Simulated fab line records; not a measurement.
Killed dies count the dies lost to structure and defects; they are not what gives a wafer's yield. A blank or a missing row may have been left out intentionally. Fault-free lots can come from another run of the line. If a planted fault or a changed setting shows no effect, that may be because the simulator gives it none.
Which tool did it? | flow nandHarc | 12 lots, 36 wafers sampled, at 5 steps of a route of 1302

== WHAT THE GAUGES SHOWED, per wafer ==
NHARC_P_CONTACT_OVL_MEAS_13.
lot  | measured     | on         | overlayXNm (nm)
L075 | day 6 10:32  | overlay-01 | -0.3 0.0 -0.1
L077 | day 7 00:06  | overlay-02 | 0.6 1.4 1.4
L079 | day 7 19:53  | overlay-01 | -1.4 -0.9 -0.6
L081 | day 8 18:25  | overlay-02 | 0.6 0.4 0.7
L083 | day 9 17:10  | overlay-01 | 0.2 -0.1 0.2
L085 | day 10 10:52 | overlay-01 | 0.0 0.1 0.1
L087 | day 11 02:52 | overlay-02 | -1.3 -1.1 -1.2
L089 | day 12 13:24 | overlay-01 | 1.3 1.1 0.7
L091 | day 13 00:20 | overlay-01 | -0.8 -0.6 -0.7
L093 | day 14 01:28 | overlay-02 | -0.8 -0.8 -1.3
L095 | day 14 12:40 | overlay-01 | 0.7 0.2 0.4
L097 | day 15 08:31 | overlay-02 | -0.2 -0.3 -0.3

== TOOL THAT RAN EACH LOT (tool first, then ch and the chambers of the sampled wafers, then the start) ==
lot  | NHARC_P_ZERO_WELL_DESCUM_39       | NHARC_P_GATE_STRIP_76               | NHARC_P_GATE_STRIP_113              | NHARC_P_CONTACT_DEP_00
L075 | rieDiel-02 ch 1,2,3, day 2 10:18  | plasmaAsher-02 ch 0,1, day 6 04:58  | plasmaAsher-01 ch 0,1, day 6 06:25  | pecvd-02 ch 1,2, day 6 10:32 or earlier
L077 | rieDiel-08 ch 0,1, day 3 06:26    | plasmaAsher-02 ch 0,1, day 6 18:27  | plasmaAsher-01 ch 0,1, day 6 20:00  | pecvd-03 ch 0,1,2, day 7 00:06 or earlier
L079 | rieDiel-08 ch 0,1,3, day 4 02:23  | plasmaAsher-01 ch 0,1, day 7 14:13  | plasmaAsher-02 ch 0,1, day 7 15:41  | pecvd-03 ch 0,1,2, day 7 19:53 or earlier
L081 | rieDiel-02 ch 0,1, day 4 22:16    | plasmaAsher-02 ch 0,1, day 8 12:50  | plasmaAsher-01 ch 0,1, day 8 14:18  | pecvd-03 ch 1,2, day 8 18:25 or earlier
L083 | rieDiel-08 ch 1,2, day 5 18:25    | plasmaAsher-02 ch 0,1, day 9 11:10  | plasmaAsher-02 ch 0,1, day 9 12:38  | pecvd-04 ch 0,1,2, day 9 17:10 or earlier
L085 | rieDiel-08 ch 0,2,3, day 6 14:24  | plasmaAsher-01 ch 0,1, day 10 05:19 | plasmaAsher-01 ch 0,1, day 10 06:52 | pecvd-02 ch 1,2, day 10 10:52 or earlier
L087 | rieDiel-05 ch 0,1,2, day 7 10:26  | plasmaAsher-01 ch 0,1, day 10 21:19 | plasmaAsher-02 ch 0,1, day 10 22:58 | pecvd-04 ch 0,1,2, day 11 02:52 or earlier
L089 | rieDiel-05 ch 0,1, day 8 06:10    | plasmaAsher-02 ch 0,1, day 12 07:23 | plasmaAsher-01 ch 0,1, day 12 08:58 | pecvd-02 ch 0, day 12 12:04
L091 | rieDiel-05 ch 0,2,3, day 9 02:28  | plasmaAsher-01 ch 0,1, day 12 18:55 | plasmaAsher-01 ch 0,1, day 12 20:14 | pecvd-04 ch 1,2, day 13 00:20 or earlier
L093 | rieDiel-05 ch 0,3, day 9 22:09    | plasmaAsher-01 ch 0,1, day 13 19:49 | plasmaAsher-01 ch 0,1, day 13 21:29 | pecvd-02 ch 0,1, day 14 01:28 or earlier
L095 | rieDiel-02 ch 1,2,3, day 10 18:19 | plasmaAsher-02 ch 0,1, day 14 07:00 | plasmaAsher-01 ch 0,1, day 14 08:27 | pecvd-03 ch 1,2, day 14 12:40 or earlier
L097 | rieDiel-05 ch 0,1,2, day 11 14:17 | plasmaAsher-02 ch 0,1, day 15 02:58 | plasmaAsher-02 ch 0,1, day 15 04:37 | pecvd-03 ch 0,1,2, day 15 08:31 or earlier
- NHARC_P_ZERO_WELL_DESCUM_39: chemistry O2, time 3 s.
- NHARC_P_GATE_STRIP_76: strips in O2.
- NHARC_P_GATE_STRIP_113: strips in N2/H2, time 740 s.
- NHARC_P_CONTACT_DEP_00: deposits SiO2, target thk 500 nm.

== THE ANSWER, worked out from the rows above alone ==
Rule: what is usual is taken from the lots themselves. The widest of any qualifying gaps counts: lots, ordered by their means at a reading, are off when they make up no more than a third of the lots, leave a main group of 4 or more, and stand apart from it by 3 or more times the standard deviation of that group's means. A main group is skipped when, at the precision printed for the reading in the tables above, its means are all equal. Also off: a lot with no number at a reading for which 4 or more lots have one. Where the step has rows for the other lots, those lots are counted as sound.
Across all readings shown, no lot is off: no conclusion can be drawn from this.

== WHAT HAD BEEN PUT IN BY THE SIMULATOR ==
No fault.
